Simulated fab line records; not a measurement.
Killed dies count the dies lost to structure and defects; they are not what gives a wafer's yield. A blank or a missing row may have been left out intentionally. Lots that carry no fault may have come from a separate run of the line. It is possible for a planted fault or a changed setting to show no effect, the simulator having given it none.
Lot-split experiment ; flow n5_finfet ; 21 wafers read across 7 lots, on a route 1938 steps long

## THE SPLIT ITSELF
At N5_BEOL_M3_COAT_62 (time 60 s, resist thk 12 nm), the setting spin_rpm was moved away from the recipe's 1500 rpm on 5 of the 21 wafers read, by -5.3% to +7.9%. This setting was run at the recipe's value on the other wafers.

## FROM THE SPLIT TO THE READING: what the file shows between them, 4 steps
- N5_BEOL_M3_COAT_73: time 60 s, resist thk 5 nm
- N5_BEOL_M3_COAT_05: resist thk 30 nm
- N5_BEOL_M3_DESCUM_16: chemistry O2, time 7 s
- N5_BEOL_M3_ETCH_74: etches underlayer in N2/H2, target depth 6.5 nm, time 5.2 s

## THE READING
etch.depth_nm (the simulator's own value, which no gauge read), in nm, at N5_BEOL_M3_ETCH_63 (etches SiARC in CF4, target depth 15.6 nm, time 26 s). There is no usual value for it anywhere in the file. The 16 wafers here that ran the recipe average 12.00 nm, standard deviation 0.032 nm.

wafer;tool, chamber at the split;spin_rpm as run, rpm;against the recipe;etch.depth_nm, nm;against lot-mates on the recipe
L081.1;litho_track-03, 0;1500;recipe;11.98;-
L081.2;litho_track-03, 0;1500;recipe;12.01;-
L081.3;litho_track-03, 0;1500;recipe;12.03;-
L083.2;litho_track-03, 0;1500;recipe;12;-
L083.3;litho_track-03, 0;1619;+7.9%;11.57;-0.46
L083.6;litho_track-03, 0;1500;recipe;12.06;-
L082.2;litho_track-05, 0;1500;recipe;12.01;-
L082.4;litho_track-05, 0;1500;recipe;12.03;-
L082.6;litho_track-05, 0;1500;recipe;12.02;-
L085.1;litho_track-01, 0;1500;recipe;11.98;-
L085.2;litho_track-01, 0;1618;+7.9%;11.57;-0.41
L085.5;litho_track-01, 0;1618;+7.9%;11.56;-0.42
L087.3;litho_track-01, 0;1500;recipe;11.95;-
L087.4;litho_track-01, 0;1500;recipe;11.95;-
L087.5;litho_track-01, 0;1500;recipe;11.95;-
L091.1;litho_track-05, 0;1500;recipe;12.02;-
L091.2;litho_track-05, 0;1500;recipe;11.97;-
L091.6;litho_track-05, 0;1500;recipe;11.99;-
L093.3;litho_track-05, 0;1421;-5.3%;12.34;+0.32
L093.4;litho_track-05, 0;1421;-5.3%;12.34;+0.32
L093.5;litho_track-05, 0;1500;recipe;12.02;-

THE FIT
A straight line over all 21 wafers: etch.depth_nm changes by -0.0574 nm for each +1% of spin_rpm; r = -0.99; the points scatter about the line by 0.032 nm.
The same after taking each lot's own level away (the mean of its wafers on the recipe; 21 wafers): -0.0562 nm for each +1%; r = -1.00; scatter 0.019 nm.
That fit puts the effect of the largest move of spin_rpm on the reading at 0.45 nm.
The span of the lots' own levels, 11.950 to 12.030 nm, comes to 2.5 times the standard deviation stated above.
So the lot-to-lot level changes the slope little: the two slopes agree.
Check: with one of the wafers moved furthest among these (+7.9%) left out of the fit, the line predicts -0.434 nm for it against its lot-mates. Against them it came out at -0.46 nm.

## OTHER SPLITS APPLIED TO THESE WAFERS
These wafers also went through other splits before the reading. Each is held against what the fit with the lots' levels taken away leaves over:
other split on the same wafers;wafers away from the commonest value;r with etch.depth_nm (lot level and that fit taken away)
N5_MOL_CONTACT_COAG_DESCUM_45 time_s;2;-0.30
N5_MOL_CONTACT_COAG_VIA_ETCH_117 bias_w;6;-0.08
N5_BEOL_M0_ETCH_109 bias_w;10;+0.09
N5_BEOL_M1_COAT_62 spin_rpm;6;-0.28
N5_BEOL_M1_COAT_05 spin_rpm;1;+0.05
N5_BEOL_M2_COAT_76 spin_rpm;6;-0.39
N5_BEOL_M2_COAT_22 spin_rpm;12;-0.05

## THE WHOLE CHAIN: every reading that the file lists as answering this split, in the file's order
step;what it does;reading;change (the file's fit);r (the file's)
N5_BEOL_M3_COAT_62;time 60 s, resist thk 12 nm;SiARC_of_BEOL_M3_COAT_62.thk_nm (the simulator's own value, which no gauge read);-0.0552 nm for each +1% of the setting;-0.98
N5_BEOL_M3_ETCH_63;etches SiARC in CF4, target depth 15.6 nm, time 26 s;etch.depth_nm (the simulator's own value, which no gauge read);-0.056 nm for each +1% of the setting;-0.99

## FILE'S OWN FIT
etch.depth_nm changes by -0.056 nm for each +1% of spin_rpm, r = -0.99.
